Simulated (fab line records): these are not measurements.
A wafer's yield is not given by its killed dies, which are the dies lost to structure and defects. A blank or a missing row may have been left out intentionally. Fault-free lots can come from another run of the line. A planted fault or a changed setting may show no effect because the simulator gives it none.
Comparing a struck lot with a sound one | flow nandHarc | 15 out of 1302 route steps
Sound: the wafers L826.2, L826.5, L826.6. The struck wafers were L824.4, L824.5, L824.6. The cause is given at the end.
For every step that has rows: the tool of each side, followed by ch and its chambers, followed by its first start. Under that, the readings that differ: sound wafers | struck wafers | difference of the means | sigmas: that difference in standard deviations of wafers without a fault.
alike: readings whose means differ by less than 2 such deviations, and words and numbers that are the same on both sides. not compared: withheld readings, readings that some wafer has no value for, bounds like >300 that may hide the same value, and numbers for which the record gives no deviation and whose values overlap.
A row with sigmas, a row that says differs or no value, or rows on one side alone: a step with any of these is where the two part. Non-overlapping numbers with no deviation appear without sigmas and do not part them. Lack of a reading on every wafer of one side parts them only where that side has two or more wafers.

first, 7 steps without rows for these wafers: NHARC_P_ZERO_WELL_HMDS_45 (time 30 s); NHARC_P_ZERO_WELL_COAT_46; NHARC_P_ZERO_WELL_SOFTBAKE_47 (time 95 s); NHARC_P_ZERO_WELL_EBR_48; NHARC_P_ZERO_WELL_EXPOSE_49 (exposes mask P HVPW, target cd 2000 nm); NHARC_P_ZERO_WELL_PEB_50 (peb time 85 s); NHARC_P_ZERO_WELL_DEVELOP_51 (time 70 s).
NHARC_P_ZERO_WELL_CD_MEAS_52: target cd 2000 nm.
  sound on cdSem-02 ch 0, day 6 15:54; struck on cdSem-02 ch 0, day 5 19:46
  alike: cdNm
then, 1 step without rows for these wafers: NHARC_P_ZERO_WELL_HARDBAKE_53 (time 80 s).
NHARC_P_ZERO_WELL_DESCUM_54: chemistry O2, time 3 s.
  sound on rieDiel-10 ch 0,1,3, day 6 16:05; struck on rieDiel-13 ch 2,3, day 5 19:55
  alike: drypumpMotorCurrentA, mfcArSccm, oesProductAu, rfVppV, showerheadPlenumPTorr, throttleValvePct
  not compared: rfHoursCounterH
then, 2 steps without rows for these wafers: NHARC_P_ZERO_WELL_IMPLANT_55; NHARC_P_ZERO_WELL_IMPLANT_61.
NHARC_P_ZERO_WELL_STRIP_56: strips in SPM, time 840 s.
  sound on wetBench-05 ch 1,3,6, day 6 16:36; struck on wetBench-09 ch 1,2,4, day 5 20:28
  no value came back on the struck wafers for bathGuardTempC (C), bathHeatDutyPct (%); on the sound wafers bathGuardTempC (C) reads 130.1 130.1 130.4
then, 1 step without rows for these wafers: NHARC_P_ZERO_WELL_PRECLEAN_68 (cleans in SC1, time 60 s).
-- jump in the record: it breaks off in module P_ZERO_WELL and resumes in module END (first step shown: number 1302 of the route), and 23 days separate the struck wafers' starts before and after --
NHARC_END_SORT_01:
  the record has rows for the struck wafers here (prober-01 ch 0, day 28 13:10) and none for the sound ones

## WHERE THEY PART
Earliest at NHARC_P_ZERO_WELL_STRIP_56; latest, in this record, at NHARC_END_SORT_01.

WHY: what the simulator had put in
Step skipped in full: wetBench-09, at NHARC_P_ZERO_WELL_STRIP_56, from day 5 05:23 onward. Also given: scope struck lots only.
